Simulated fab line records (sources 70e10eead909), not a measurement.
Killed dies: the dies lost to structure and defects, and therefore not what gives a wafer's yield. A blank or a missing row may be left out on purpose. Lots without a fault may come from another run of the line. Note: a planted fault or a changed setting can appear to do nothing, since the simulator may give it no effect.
Matching of chambers | flow nand_harc | NHARC_P_BONDPAD_CMP_32 on cmp-04 has 4 sister chambers
The step polishes SiCN, target thk 200 nm. 16 wafers are shown with their chamber, then 8 later ones without.

## WAFERS PAIRED WITH THEIR CHAMBERS
wafer  | chamber | motor_current_A (A)
L074.3 | 3       | 13.2
L074.5 | 3       | 12.5
L074.6 | 2       | 10.8
L079.2 | 1       | 11.7
L079.3 | 2       | 10.9
L079.5 | 3       | 11.9
L084.2 | 0       | 11.2
L084.3 | 1       | 12.3
L084.6 | 0       | 11.0
L083.3 | 0       | 12.0
L083.5 | 0       | 11.6
L083.6 | 3       | 13.8
L093.1 | 2       | 10.8
L093.4 | 3       | 12.8
L093.5 | 1       | 11.4
L094.1 | 1       | 11.8

SIGNATURES, as means of the wafers listed above
reading         | chamber 0 | chamber 1 | chamber 2 | chamber 3 | scatter within a chamber
motor_current_A | 11.450    | 11.800    | 10.833    | 12.840    | 0.506
Rule: for a wafer and a chamber, the distance is found by dividing, reading by reading, the gap between the wafer's reading and the chamber's mean by the reading's scatter, squaring, summing and taking the root. The wafer belongs to the nearest chamber; if the next one is less than 2 further off, it can't be placed. The scatter: take each reading less its chamber's mean, square it, sum over the shown wafers, divide by the number of wafers less the number of chambers, and take the root.

## WAFERS WHOSE CHAMBER IS MISSING
wafer  | motor_current_A (A)
L094.3 | 11.8
L094.5 | 13.0
L095.2 | 11.4
L095.4 | 11.9
L095.5 | 11.3
L097.2 | 11.0
L097.3 | 10.4
L097.6 | 10.9

## WHICH CHAMBER EACH WENT THROUGH
wafer  | from the rows above               | in truth
L094.3 | can't be placed: 1 or 0 or 2      | 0
L094.5 | 3                                 | 3
L095.2 | can't be placed: 0 or 1 or 2      | 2
L095.4 | can't be placed: 1 or 0 or 3 or 2 | 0
L095.5 | can't be placed: 0 or 2 or 1      | 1
L097.2 | can't be placed: 2 or 0 or 1      | 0
L097.3 | can't be placed: 2 or 0 or 1      | 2
L097.6 | can't be placed: 2 or 0 or 1      | 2
1 of 8 placed correctly. These rows do not allow placing 7 (true chamber among the candidates in 7). Placed wrongly: 0.
